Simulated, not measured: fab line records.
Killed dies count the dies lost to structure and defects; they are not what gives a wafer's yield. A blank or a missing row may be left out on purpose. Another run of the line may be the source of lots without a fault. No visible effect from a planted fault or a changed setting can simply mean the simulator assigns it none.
Matching of chambers -- flow nandHarc -- NHARC_P_GATE_DESCUM_48 on rieDiel-13: 4 sister chambers
The step chemistry O2, time 3 s. 4 wafers are shown with their chamber, then 7 later ones without.

## WAFERS WITH THEIR CHAMBER
wafer,chamber,showerheadPlenumPTorr (Torr)
L076.4,0,1.85
L086.4,1,1.94
L088.2,2,2.00
L088.5,3,1.79

## WAFERS MISSING THEIR CHAMBER
wafer,showerheadPlenumPTorr (Torr)
L088.6,2.00
L090.2,1.94
L090.4,1.85
L090.5,2.00
L092.2,1.79
L092.4,1.84
L092.6,2.00

## WHICH CHAMBER EACH WENT THROUGH
wafer,from the rows above,in truth
L088.6,2,2
L090.2,1,1
L090.4,0,0
L090.5,2,2
L092.2,3,3
L092.4,0,0
L092.6,2,2
Correct placement for 7 of the 7. From these rows, 0 cannot be placed. Wrongly placed: 0.
How it was worked out, from the rows above alone: a wafer's distance from a chamber is the root of the sum, over the readings, of the square of ((its reading less the chamber's mean) divided by the reading's scatter). If the next closest chamber is less than 2 further off than the closest, the wafer can't be placed; otherwise it belongs to the closest. For every chamber, the mean is computed from those of its wafers that are shown. The scatter: with one shown wafer a chamber, the root of the mean of the squares of how far each hidden wafer lies from its nearest shown one.
